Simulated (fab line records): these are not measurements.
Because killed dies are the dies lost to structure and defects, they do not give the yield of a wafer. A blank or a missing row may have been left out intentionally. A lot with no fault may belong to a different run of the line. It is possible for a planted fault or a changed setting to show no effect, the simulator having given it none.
fab line records	flow n5-finfet
record: lots: 7	wafers: 21
route steps=1938 shown BEOL_M7@1308 BEOL_M9@1407 BEOL_M11@1539
start-h: the number of hours between the record's first day and the start of the first shown wafer of the lot	wait-h: how many hours have passed since the lot's step before this one	" unchanged from the row above	L1.1+2: a single row standing in for several wafers	- either no value or no given start	* or withheld: withheld	< > ~ a bound
route shown NAME@n: a module of which the file shows steps, and the number in the route of the first	usual: the fault-free wafers' mean and standard deviation	same: alike in all rows	chamber/n: place in a boat	sites: each site's reading	_std_site: the values' standard deviation	_edge_site: outer sites' mean less inner sites'	radius-mm: how far each site lies from the wafer's centre	mask NAME#n: copy n	behind: the most recent tool/chamber to have shaped the wafer	hold: reason for holding the lot/hours on hold/outcome of the hold	device: which transistor (n, p or np) failed to switch	end of line: the tests these same wafers got at the end of their route	where a step has no rows: the recipe by itself	killed: dies lost to structure and defects at the first sort, not the wafer's yield	map: the dies of a wafer, with x for killed, . for not killed, _ for no die there
set.NAME: the setting the step ran with; set.NAME@STEP: the setting that earlier step ran with	model.NAME: the simulator's own value behind a step, which no gauge read
lots where settings were altered on purpose, with a table for each step and a row for each wafer
== steps ==
step: N5_BEOL_M7_TRENCH_ETCH_37
recipe: chemistry: C4F6/O2	target-depth-a: 934.78	target: SiCOH_lowk	time-s: 31.2	ion-energy-ev: 250	pressure-mtorr: 30	source-w: 345	bias-w: 185	Ar_flow_sccm: 300	C4F6_flow_sccm: 10	O2_flow_sccm: 10
lot.wafer	tool	chamber	start-h	wait-h	set.time-s	model.etch.depth-nm	model.BEOL_M7.feature-depth-nm
L075.2	rie-diel-03	3	-	-	37.57	109	109
L075.3	"	1	"	"	37.57	112.7	112.8
L075.5	"	2	"	"	31.2	93.59	93.6
L080.1	rie-diel-02	1	-	-	31.2	93.94	94
L080.3	"	2	"	"	31.2	91.9	92
L080.5	"	0	"	"	31.2	95.71	95.8
L084.1	rie-diel-02	3	-	-	31.2	92.4	92.4
L084.4	"	2	"	"	31.2	91.27	91.2
L084.5	"	0	"	"	31.2	96.47	96.4
L091.1	rie-diel-02	0	-	-	31.2	95.39	95.4
L091.3	"	3	"	"	33.57	100.3	100.2
L091.5	"	2	"	"	33.57	97.93	98
L095.2	rie-diel-02	0	-	-	36.75	111	111
L095.3	"	3	"	"	31.2	93.24	93.2
L095.4	"	2	"	"	36.75	109.1	109
L096.1	rie-diel-03	0	-	-	34.03	104.4	104.4
L096.4	"	3	"	"	34.03	98.33	98.4
L096.5	"	3	"	"	34.03	97.33	97.4
L097.1	rie-diel-06	2	-	-	31.2	90.54	90.6
L097.2	"	3	"	"	34.73	105.1	105
L097.6	"	0	"	"	34.73	105.7	105.6
step: N5_BEOL_M7_ETCH_41
recipe: chemistry: CH3F/O2	target: SiCN	target-depth-a: 319	taper-deg: 2	time-s: 57.8	ion-energy-ev: 120	mask-material: TiN	pressure-mtorr: 30	source-w: 395	bias-w: 75	Ar_flow_sccm: 150	CH3F_flow_sccm: 30	O2_flow_sccm: 20
step: N5_BEOL_M7_STRIP_80
recipe: chemistry: N2/H2	time-s: 10	power-w: 450	temp-c: 40	pressure-mtorr: 20	rf-frequency-hz: 6e+07	bias-power-w: 7	n2-flow-sccm: 200	h2-flow-sccm: 200
step: N5_BEOL_M7_OCD_MEAS_38
usual: trench-depth-nm: 93.5/2.1
lot.wafer	tool	chamber	start-h	wait-h	set.time-s@BEOL_M7_TRENCH_ETCH_37	trench-depth-nm
L075.2	ocd-01	-	304.36	-	37.57	109.0
L075.3	"	-	"	"	37.57	113.3
L075.5	"	-	"	"	31.2	93.5
L080.1	ocd-01	-	332.47	-	31.2	93.5
L080.3	"	-	"	"	31.2	92.1
L080.5	"	-	"	"	31.2	95.6
L084.1	ocd-01	-	349.98	-	31.2	92.5
L084.4	"	-	"	"	31.2	91.0
L084.5	"	-	"	"	31.2	96.4
L091.1	ocd-02	-	373.77	-	31.2	95.6
L091.3	"	-	"	"	33.57	100.1
L091.5	"	-	"	"	33.57	98.2
L095.2	ocd-02	-	418.37	-	36.75	110.9
L095.3	"	-	"	"	31.2	93.4
L095.4	"	-	"	"	36.75	109.1
L096.1	ocd-01	-	419.27	-	34.03	104.7
L096.4	"	-	"	"	34.03	98.2
L096.5	"	-	"	"	34.03	97.2
L097.1	ocd-02	-	427.75	-	31.2	90.4
L097.2	"	-	"	"	34.73	105.0
L097.6	"	-	"	"	34.73	105.5
step: N5_BEOL_M7_HM_STRIP_39
recipe: chemistry: peroxide-tin-strip	material: TiN	target-depth-a: 250	temp-c: 50	time-s: 158
step: N5_BEOL_M7_SRD_40
recipe: time-s: 30	temp-c: 23	rinse-liquid: diw	dry: ipa-marangoni
step: N5_BEOL_M7_ECD_50
recipe: material: Cu	target-thk-a: 3000
step: N5_BEOL_M7_ANNEAL_51
recipe: temp-c: 225	time-s: 90	ambient: N2
step: N5_BEOL_M7_CMP_52
recipe: stop-on: SiCOH_lowk	t-overpolish-s: 6.9	down-force-psi: 1	platen-rpm: 50	clearing-platen-down-force-psi: 1.5	clearing-platen-rpm: 50	post-cmp-clean: cu-alkaline	target-thk-nm: 80	clearing-platen-pad-velocity-m-s: 0.99484	pad-velocity-m-s: 0.99484
lot.wafer	tool	chamber	start-h	wait-h	set.time-s@BEOL_M7_TRENCH_ETCH_37	model.Cu_of_BEOL_M7_ECD_50.thk-nm
L075.2	cmp-01	2	306.16	0.2	37.57	95
L075.3	"	3	"	"	37.57	97.2
L075.5	"	2	"	"	31.2	78.6
L080.1	cmp-04	0	335.07	0.3	31.2	82.4
L080.3	"	3	"	"	31.2	79.2
L080.5	"	1	"	"	31.2	80.8
L084.1	cmp-03	0	352.09	0.3	31.2	77.4
L084.4	"	1	"	"	31.2	79.4
L084.5	"	0	"	"	31.2	80.6
L091.1	cmp-01	2	375.87	0.3	31.2	81
L091.3	"	3	"	"	33.57	85.8
L091.5	"	2	"	"	33.57	84
L095.4	cmp-04	2	420.66	0.1	36.75	95.6
L095.2	"	3	"	"	36.75	96.6
L095.3	"	1	"	"	31.2	78.6
L096.1	cmp-03	3	421.36	0.3	34.03	90.2
L096.4	"	0	"	"	34.03	83.4
L096.5	"	3	"	"	34.03	82.8
L097.2	cmp-04	3	431.05	0.3	34.73	91.4
L097.1	"	1	"	"	31.2	75.4
L097.6	"	2	"	"	34.73	92.2
step: N5_BEOL_M7_THK_MEAS_53
recipe: thk-meas-gauge: xrf	reads: Cu_of_BEOL_M7_ECD_50
usual: M7_THK: 77.6/2.5
lot.wafer	tool	chamber	start-h	wait-h	set.time-s@BEOL_M7_TRENCH_ETCH_37	M7_THK[nm]
L075.2	film-metro-02	-	306.45	-	37.57	92.9
L075.3	"	-	"	"	37.57	94.0
L075.5	"	-	"	"	31.2	76.2
L080.1	film-metro-01	-	335.36	-	31.2	80.2
L080.3	"	-	"	"	31.2	77.7
L080.5	"	-	"	"	31.2	78.7
L084.1	film-metro-01	-	352.35	-	31.2	75.2
L084.4	"	-	"	"	31.2	77.4
L084.5	"	-	"	"	31.2	78.2
L091.1	film-metro-02	-	376.13	-	31.2	78.4
L091.3	"	-	"	"	33.57	83.8
L091.5	"	-	"	"	33.57	81.9
L095.2	film-metro-02	-	420.95	-	36.75	95.2
L095.3	"	-	"	"	31.2	77.5
L095.4	"	-	"	"	36.75	94.1
L096.1	film-metro-02	-	421.66	-	34.03	88.0
L096.4	"	-	"	"	34.03	81.1
L096.5	"	-	"	"	34.03	80.6
L097.1	film-metro-01	-	431.31	-	31.2	72.5
L097.2	"	-	"	"	34.73	88.2
L097.6	"	-	"	"	34.73	88.8
step: N5_BEOL_M7_PRE_CLEAN_55
recipe: gas: NH3	time-s: 15	temp-c: withheld	rf-power-w: 300
step: N5_BEOL_M7_DEP_56
recipe: material: SiCN	target-thk-a: 100	temp-c: withheld	precursor: 3MS/NH3	pressure-torr: 3	rf-w: 202	time-s: 17.5
step: N5_BEOL_M7_RS_MEAS_57
recipe: thk-meas-gauge: four-point-probe	reads: Cu_of_BEOL_M7_ECD_50+Co_of_BEOL_M7_CVD_78+TaN_of_BEOL_M7_ALD_77
usual: M7_RS: 0.287/0.011
lot.wafer	tool	chamber	start-h	wait-h	set.time-s@BEOL_M7_TRENCH_ETCH_37	M7_RS[ohm/sq]
L075.2	film-metro-02	-	306.58	0.1	37.57	0.234
L075.3	"	-	"	"	37.57	0.229
L075.5	"	-	"	"	31.2	0.293
L080.1	film-metro-02	-	335.49	0.1	31.2	0.277
L080.3	"	-	"	"	31.2	0.290
L080.5	"	-	"	"	31.2	0.283
L084.1	film-metro-02	-	352.48	0.1	31.2	0.299
L084.4	"	-	"	"	31.2	0.289
L084.5	"	-	"	"	31.2	0.284
L091.1	film-metro-01	-	376.26	0.1	31.2	0.282
L091.3	"	-	"	"	33.57	0.263
L091.5	"	-	"	"	33.57	0.270
L095.2	film-metro-01	-	421.08	0.1	36.75	0.230
L095.3	"	-	"	"	31.2	0.292
L095.4	"	-	"	"	36.75	0.232
L096.1	film-metro-02	-	421.79	0.1	34.03	0.250
L096.4	"	-	"	"	34.03	0.273
L096.5	"	-	"	"	34.03	0.275
L097.1	film-metro-02	-	431.44	0.1	31.2	0.308
L097.2	"	-	"	"	34.73	0.246
L097.6	"	-	"	"	34.73	0.243
step: N5_BEOL_M9_COAT_60
recipe: resist: SiARC	temp-c: 220	time-s: 60	spin-rpm: 1500	resist-thk-nm: 30
lot.wafer	tool	chamber	start-h	wait-h	set.spin-rpm	model.SiARC_of_BEOL_M9_COAT_60.thk-nm
L075.2+3	litho-track-04	0	-	-	1362	31.4
L075.5	"	0	"	"	1500	30
L080.1+5	litho-track-04	0	-	-	1500	30
L080.3	"	0	"	"	1500	30.2
L084.1+4+5	litho-track-01	0	-	-	1500	30
L091.1+3+5	litho-track-03	0	-	-	1500	30
L095.2+3+4	litho-track-03	0	-	-	1500	30
L096.1+4	litho-track-04	0	-	-	1500	30
L096.5	"	0	"	"	1649	28.6
L097.1	litho-track-01	0	-	-	1349	31.6
L097.2	"	0	"	"	1349	31.8
L097.6	"	0	"	"	1500	30
step: N5_BEOL_M9_EXPOSE_08
recipe: mask-id: M9	na: 1.35	source-shape: dipole	sigma-inner: 0.411	sigma-outer: 0.611	polarization: te	dose-mj: 53.75
lot.wafer	tool	chamber	start-h	wait-h	mask	set.dose-mj
L075.2	arfi-scanner-03	0	318.98	-	M9#0	52.22
L075.3+5	"	0	"	"	M9#0	53.75
L080.1+3+5	arfi-scanner-03	0	347.22	-	M9#0	53.75
L084.1+4+5	arfi-scanner-03	0	366.22	-	M9#0	50.16
L091.1+5	arfi-scanner-01	0	385.30	-	M9#0	56.25
L091.3	"	0	"	"	M9#0	53.75
L095.2+3	arfi-scanner-02	0	430.30	-	M9#0	50.65
L095.4	"	0	"	"	M9#0	53.75
L096.1	arfi-scanner-03	0	432.59	-	M9#0	53.75
L096.4+5	"	0	"	"	M9#0	57.51
L097.1	arfi-scanner-03	0	443.80	-	M9#0	55.81
L097.2+6	"	0	"	"	M9#0	53.75
step: N5_BEOL_M9_PEB_09
recipe: peb-temp-c: withheld	peb-time-s: 60	resist: CAR-ArF
step: N5_BEOL_M9_DEVELOP_10
recipe: develop-time-s: 30	developer: TMAH	resist: CAR-ArF	rinse-liquid: diw	dry: air-spin	dev-temp-c: 23
step: N5_BEOL_M9_CD_MEAS_11
recipe: target-cd-nm: 64.1	landing-energy-ev: 500	detector: se-inlens	polarity: opening
usual: cd-nm: 64.2/0.64
lot.wafer	tool	chamber	start-h	wait-h	set.dose-mj@BEOL_M9_EXPOSE_08	cd-nm
L075.2	cd-sem-02	0	319.11	-	52.22	62.6
L075.3	"	0	"	"	53.75	63.6
L075.5	"	0	"	"	53.75	64.8
L080.1	cd-sem-02	0	347.34	-	53.75	64.7
L080.3	"	0	"	"	53.75	64.2
L080.5	"	0	"	"	53.75	65.0
L084.1	cd-sem-01	0	366.35	-	50.16	60.4
L084.4	"	0	"	"	50.16	60.5
L084.5	"	0	"	"	50.16	61.2
L091.1	cd-sem-02	0	385.42	-	56.25	67.1
L091.3	"	0	"	"	53.75	64.0
L091.5	"	0	"	"	56.25	67.2
L095.2	cd-sem-02	0	430.42	-	50.65	60.4
L095.3	"	0	"	"	50.65	61.7
L095.4	"	0	"	"	53.75	64.2
L096.1	cd-sem-03	0	432.71	-	53.75	64.9
L096.4	"	0	"	"	57.51	67.4
L096.5	"	0	"	"	57.51	68.4
L097.1	cd-sem-03	0	443.93	-	55.81	66.0
L097.2	"	0	"	"	53.75	63.1
L097.6	"	0	"	"	53.75	63.8
step: N5_BEOL_M9_DESCUM_16
recipe: chemistry: O2	time-s: 7.9	source-power-w: 50	bias-power-w: 20	pressure-mtorr: 20	rf-frequency-hz: 2.712e+07	temp-c: 40	resist: CAR-ArF	o2-flow-sccm: 225
step: N5_BEOL_M9_ETCH_61
recipe: chemistry: CF4	target: SiARC	target-depth-a: 390	mask-material: CAR-ArF	time-s: 65	ion-energy-ev: 80	pressure-mtorr: 40	source-w: 545	bias-w: 36	Ar_flow_sccm: 100	cf4-flow-sccm: 100	ends: cleared
lot.wafer	tool	chamber	start-h	wait-h	set.spin-rpm@BEOL_M9_COAT_60	set.dose-mj@BEOL_M9_EXPOSE_08	model.etch.depth-nm	model.CAR-ArF_of_BEOL_M9_COAT_05.thk-nm	model.BEOL_M9.cd-offset-nm
L075.2	rie-diel-06	2	319.23	0.0	1362	52.22	31.47	53.4	-1.4
L075.3	"	3	"	"	1362	53.75	31.34	53.6	-0.6
L075.5	"	3	"	"	1500	53.75	30.02	54.8	-0.2
L080.1	rie-diel-06	1	347.49	0.0	1500	53.75	30.09	55.8	0.6
L080.3	"	0	"	"	1500	53.75	30.12	55.4	0.2
L080.5	"	3	"	"	1500	53.75	30.09	55.2	0.4
L084.1	rie-diel-02	0	366.50	0.0	1500	50.16	29.97	55	-3.8
L084.4	"	0	"	"	1500	50.16	29.92	55	-3.4
L084.5	"	3	"	"	1500	50.16	30.1	55	-2.6
L091.1	rie-diel-06	3	386.46	0.0	1500	56.25	30.01	55.8	2.4
L091.3	"	2	"	"	1500	53.75	29.99	55.4	-0.2
L091.5	"	1	"	"	1500	56.25	30.04	55.4	3.6
L095.2	rie-diel-06	0	430.55	0.0	1500	50.65	29.93	55.6	-3.8
L095.3	"	3	"	"	1500	50.65	30.09	55.6	-3.2
L095.4	"	1	"	"	1500	53.75	29.96	55.4	-0.2
L096.1	rie-diel-02	1	432.84	0.0	1500	53.75	29.97	55.4	0.2
L096.4	"	2	"	"	1500	57.51	29.99	55.6	3.4
L096.5	"	1	"	"	1649	57.51	28.53	56.8	3.4
L097.1	rie-diel-06	3	444.36	0.0	1349	55.81	31.67	53.6	1.8
L097.2	"	0	"	"	1349	53.75	31.74	53.4	-0.6
L097.6	"	3	"	"	1500	53.75	30.04	55.2	-0.8
step: N5_BEOL_M9_ETCH_62
recipe: chemistry: N2/H2	target: SOC	target-depth-a: 1100	overetch-a: 220	mask-material: SiARC	temp-c: 40	time-s: 165	ion-energy-ev: 200	pressure-mtorr: 30	source-w: 840	bias-w: 150	n2-flow-sccm: 200	h2-flow-sccm: 200
lot.wafer	tool	chamber	start-h	wait-h	set.spin-rpm@BEOL_M9_COAT_60	model.SiARC_of_BEOL_M9_COAT_60.thk-nm
L075.2	rie-diel-06	2	319.28	0.0	1362	25.2
L075.3	"	3	"	"	1362	24.6
L075.5	"	3	"	"	1500	23.2
L080.1	rie-diel-06	1	347.54	0.0	1500	23.6
L080.3+5	"	0,3	"	"	1500	23.4
L084.1	rie-diel-02	0	366.55	0.0	1500	23.4
L084.4	"	0	"	"	1500	23.2
L084.5	"	3	"	"	1500	23.6
L091.1	rie-diel-06	3	386.51	0.0	1500	23.2
L091.3+5	"	2,1	"	"	1500	23.6
L095.2+3	rie-diel-06	0,3	430.60	0.0	1500	23.2
L095.4	"	1	"	"	1500	23.6
L096.1+4	rie-diel-02	1,2	432.89	0.0	1500	23.6
L096.5	"	1	"	"	1649	22
L097.1	rie-diel-06	3	444.41	0.0	1349	24.8
L097.2	"	0	"	"	1349	25
L097.6	"	3	"	"	1500	23.2
step: N5_BEOL_M9_STRIP_68
recipe: chemistry: N2/H2	temp-c: 40	n2-flow-sccm: 200	h2-flow-sccm: 200	rf-frequency-hz: 6e+07
step: N5_BEOL_M9_STRIP_67
recipe: chemistry: CF4	resist: SiARC	power-w: 300	bias-power-w: 75	pressure-mtorr: 50	cf4-flow-sccm: 150	rf-frequency-hz: 6e+07
step: N5_BEOL_M9_HM_OPEN_17
recipe: chemistry: Cl2/BCl3	target-depth-a: 200	overetch-a: 60	target: TiN	mask-material: SOC	ion-energy-ev: 150	pressure-mtorr: 10	icp-w: 1000	bias-w: 126	Cl2_flow_sccm: 53.25	bcl3-flow-sccm: 21.75	Ar_flow_sccm: 25
lot.wafer	tool	chamber	start-h	wait-h	set.dose-mj@BEOL_M9_EXPOSE_08	model.BEOL_M9.cd-offset-nm
L075.2	rie-metal-01	0	319.47	0.0	52.22	-1.6
L075.3	"	1	"	"	53.75	-1
L075.5	"	1	"	"	53.75	-0.6
L080.1	rie-metal-01	0	347.72	0.0	53.75	0.8
L080.3	"	0	"	"	53.75	0.2
L080.5	"	0	"	"	53.75	0
L084.1	rie-metal-01	1	366.74	0.0	50.16	-4.2
L084.4	"	1	"	"	50.16	-3.8
L084.5	"	1	"	"	50.16	-3
L091.1	rie-metal-01	1	386.78	0.1	56.25	2
L091.3	"	0	"	"	53.75	-0.6
L091.5	"	1	"	"	56.25	3.6
L095.2	rie-metal-01	0	430.81	0.1	50.65	-4.2
L095.3	"	0	"	"	50.65	-3.6
L095.4	"	0	"	"	53.75	-0.2
L096.1	rie-metal-03	1	433.08	0.0	53.75	0
L096.4	"	1	"	"	57.51	2.6
L096.5	"	1	"	"	57.51	3.2
L097.1	rie-metal-03	1	444.59	0.0	55.81	1.4
L097.2+6	"	0,1	"	"	53.75	-1.2
step: N5_BEOL_M9_STRIP_19
recipe: chemistry: O2	power-w: 400	temp-c: 40	pressure-mtorr: 30	rf-frequency-hz: 6e+07	bias-power-w: 0	overash-fraction: 0.2	o2-flow-sccm: 225
step: N5_BEOL_M9_CD_MEAS_18
recipe: pitch-nm: 140	target-cd-nm: 70
usual: cd-nm: 69.9/0.83
lot.wafer	tool	chamber	start-h	wait-h	set.dose-mj@BEOL_M9_EXPOSE_08	cd-nm
L075.2	cd-sem-02	-	319.65	0.1	52.22	68.6
L075.3	"	-	"	"	53.75	68.8
L075.5	"	-	"	"	53.75	69.7
L080.1	cd-sem-01	-	347.93	0.0	53.75	70.7
L080.3	"	-	"	"	53.75	69.7
L080.5	"	-	"	"	53.75	70.1
L084.1	cd-sem-02	-	367.08	0.0	50.16	65.9
L084.4	"	-	"	"	50.16	66.5
L084.5	"	-	"	"	50.16	67.1
L091.1	cd-sem-01	-	386.96	0.0	56.25	72.0
L091.3	"	-	"	"	53.75	69.2
L091.5	"	-	"	"	56.25	73.9
L095.2	cd-sem-02	-	431.05	0.1	50.65	65.6
L095.3	"	-	"	"	50.65	66.6
L095.4	"	-	"	"	53.75	70.0
L096.1	cd-sem-03	-	433.26	0.0	53.75	69.9
L096.4	"	-	"	"	57.51	72.5
L096.5	"	-	"	"	57.51	73.0
L097.1	cd-sem-03	-	444.77	0.0	55.81	71.2
L097.2	"	-	"	"	53.75	68.6
L097.6	"	-	"	"	53.75	68.7
step: N5_BEOL_M9_COAT_63
recipe: resist: SOC	temp-c: 250	time-s: 60	spin-rpm: 1500	resist-thk-nm: 60
step: N5_BEOL_M9_COAT_64
recipe: resist: SiARC	temp-c: 220	time-s: 60	spin-rpm: 1500	resist-thk-nm: 12
step: N5_BEOL_M9_PRECLEAN_42
recipe: chemistry: residue-remover	time-s: 60	temp-c: 40
step: N5_BEOL_M9_SRD_43
recipe: time-s: 30	temp-c: 23	rinse-liquid: diw	dry: ipa-marangoni
step: N5_BEOL_M9_CD_MEAS_35
recipe: target-cd-nm: 70	target-cd-y-nm: 40	polarity: opening
usual: cd-nm: 69.9/0.88
lot.wafer	tool	chamber	start-h	wait-h	set.dose-mj@BEOL_M9_EXPOSE_08	cd-nm
L075.2	cd-sem-01	-	321.72	0.0	52.22	68.6
L075.3	"	-	"	"	53.75	68.9
L075.5	"	-	"	"	53.75	69.1
L080.1	cd-sem-02	-	349.22	0.0	53.75	71.0
L080.3	"	-	"	"	53.75	69.9
L080.5	"	-	"	"	53.75	69.9
L084.1	cd-sem-03	-	370.64	0.0	50.16	65.1
L084.4	"	-	"	"	50.16	66.1
L084.5	"	-	"	"	50.16	66.6
L091.1	cd-sem-01	-	388.33	0.0	56.25	72.1
L091.3	"	-	"	"	53.75	69.3
L091.5	"	-	"	"	56.25	73.9
L095.2	cd-sem-03	-	432.23	0.0	50.65	66.2
L095.3	"	-	"	"	50.65	66.2
L095.4	"	-	"	"	53.75	69.1
L096.1	cd-sem-03	-	434.52	0.0	53.75	70.0
L096.4	"	-	"	"	57.51	72.6
L096.5	"	-	"	"	57.51	73.1
L097.1	cd-sem-03	-	447.96	0.0	55.81	70.7
L097.2	"	-	"	"	53.75	69.0
L097.6	"	-	"	"	53.75	68.5
step: N5_BEOL_M11_PECVD_70
recipe: material: SiO2	target-thk-a: 200	temp-c: 400	precursor: TEOS/O2	pressure-torr: 5.5	rf-w: 450	teos-flow-sccm: 53.8	gas: O2	flow-sccm: 3000	time-s: 22.7
lot.wafer	tool	chamber	start-h	wait-h	set.temp-c	model.SiO2_of_BEOL_M11_PECVD_70.thk-nm
L075.2	pecvd-01	0	333.72	0.0	400	20.2
L075.3	"	2	"	"	410.8	18
L075.5	"	1	"	"	410.8	18.4
L080.1	pecvd-03	1	362.93	0.0	400	19.6
L080.3+5	"	2,1	"	"	400	19.8
L084.1	pecvd-01	2	381.48	0.0	411.4	18.2
L084.4	"	1	"	"	411.4	17.8
L084.5	"	2	"	"	400	20
L091.1	pecvd-04	0	400.96	0.0	412.3	18.2
L091.3	"	1	"	"	400	19.8
L091.5	"	2	"	"	400	20.2
L095.2	pecvd-04	2	445.22	0.0	408.3	19
L095.3	"	1	"	"	400	20
L095.4	"	1	"	"	408.3	19.6
L096.1	pecvd-04	2	449.09	0.0	408.2	19
L096.4	"	2	"	"	400	20.2
L096.5	"	0	"	"	400	20.4
L097.1+6	pecvd-03	1	457.11	0.0	400	19.8
L097.2	"	0	"	"	384.1	21.8
step: N5_BEOL_M11_COAT_59
recipe: resist: SOC	temp-c: 250	time-s: 60	spin-rpm: 1500	resist-thk-nm: 100
lot.wafer	tool	chamber	start-h	wait-h	set.spin-rpm	model.SOC_of_BEOL_M11_COAT_59.thk-nm
L075.2	litho-track-05	0	334.20	0.1	1500	100.4
L075.3	"	0	"	"	1500	100.2
L075.5	"	0	"	"	1500	100
L080.1+3+5	litho-track-04	0	366.18	0.1	1500	100
L084.1	litho-track-03	0	381.66	0.1	1500	100.4
L084.4+5	"	0	"	"	1427	102.8
L091.1+5	litho-track-03	0	401.79	0.1	1500	99.4
L091.3	"	0	"	"	1335	105.6
L095.2	litho-track-03	0	447.77	0.1	1500	99.6
L095.3	"	0	"	"	1579	97
L095.4	"	0	"	"	1579	97.4
L096.1	litho-track-04	0	450.26	0.1	1500	100.6
L096.4	"	0	"	"	1500	100
L096.5	"	0	"	"	1428	103
L097.1	litho-track-03	0	458.27	0.1	1353	104.6
L097.2	"	0	"	"	1500	99.6
L097.6	"	0	"	"	1353	104.8
== key ==
split: step: N5_BEOL_M7_TRENCH_ETCH_37	setting: time-s	stated: 31.2	by: wafer
response: step: N5_BEOL_M7_TRENCH_ETCH_37	reading: model.etch.depth-nm	change: +0.922	per: 1%	r: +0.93
response: step: N5_BEOL_M7_TRENCH_ETCH_37	reading: model.BEOL_M7.feature-depth-nm	change: +0.921	per: 1%	r: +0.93
response: step: N5_BEOL_M7_OCD_MEAS_38	reading: trench-depth-nm	change: +0.927	per: 1%	r: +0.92
response: step: N5_BEOL_M7_CMP_52	reading: model.Cu_of_BEOL_M7_ECD_50.thk-nm	change: +0.962	per: 1%	r: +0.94
response: step: N5_BEOL_M7_THK_MEAS_53	reading: M7_THK	change: +0.947	per: 1%	r: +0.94
response: step: N5_BEOL_M7_RS_MEAS_57	reading: M7_RS	change: -0.00344	per: 1%	r: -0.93
split: step: N5_BEOL_M9_COAT_60	setting: spin-rpm	stated: 1500	by: wafer
response: step: N5_BEOL_M9_COAT_60	reading: model.SiARC_of_BEOL_M9_COAT_60.thk-nm	change: -0.154	per: 1%	r: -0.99
response: step: N5_BEOL_M9_ETCH_61	reading: model.etch.depth-nm	change: -0.154	per: 1%	r: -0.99
response: step: N5_BEOL_M9_ETCH_61	reading: model.CAR-ArF_of_BEOL_M9_COAT_05.thk-nm	change: +0.148	per: 1%	r: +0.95
response: step: N5_BEOL_M9_ETCH_62	reading: model.SiARC_of_BEOL_M9_COAT_60.thk-nm	change: -0.171	per: 1%	r: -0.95
split: step: N5_BEOL_M9_EXPOSE_08	setting: dose-mj	stated: 53.75	by: wafer
response: step: N5_BEOL_M9_CD_MEAS_11	reading: cd-nm	change: +0.536	per: 1%	r: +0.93
response: step: N5_BEOL_M9_ETCH_61	reading: model.BEOL_M9.cd-offset-nm	change: +0.543	per: 1%	r: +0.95
response: step: N5_BEOL_M9_HM_OPEN_17	reading: model.BEOL_M9.cd-offset-nm	change: +0.55	per: 1%	r: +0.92
response: step: N5_BEOL_M9_CD_MEAS_18	reading: cd-nm	change: +0.566	per: 1%	r: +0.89
response: step: N5_BEOL_M9_CD_MEAS_35	reading: cd-nm	change: +0.49	per: 1%	r: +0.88
split: step: N5_BEOL_M11_PECVD_70	setting: temp-c	stated: 400	by: wafer
response: step: N5_BEOL_M11_PECVD_70	reading: model.SiO2_of_BEOL_M11_PECVD_70.thk-nm	change: -0.584	per: 1%	r: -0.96
split: step: N5_BEOL_M11_COAT_59	setting: spin-rpm	stated: 1500	by: wafer
response: step: N5_BEOL_M11_COAT_59	reading: model.SOC_of_BEOL_M11_COAT_59.thk-nm	change: -0.533	per: 1%	r: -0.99
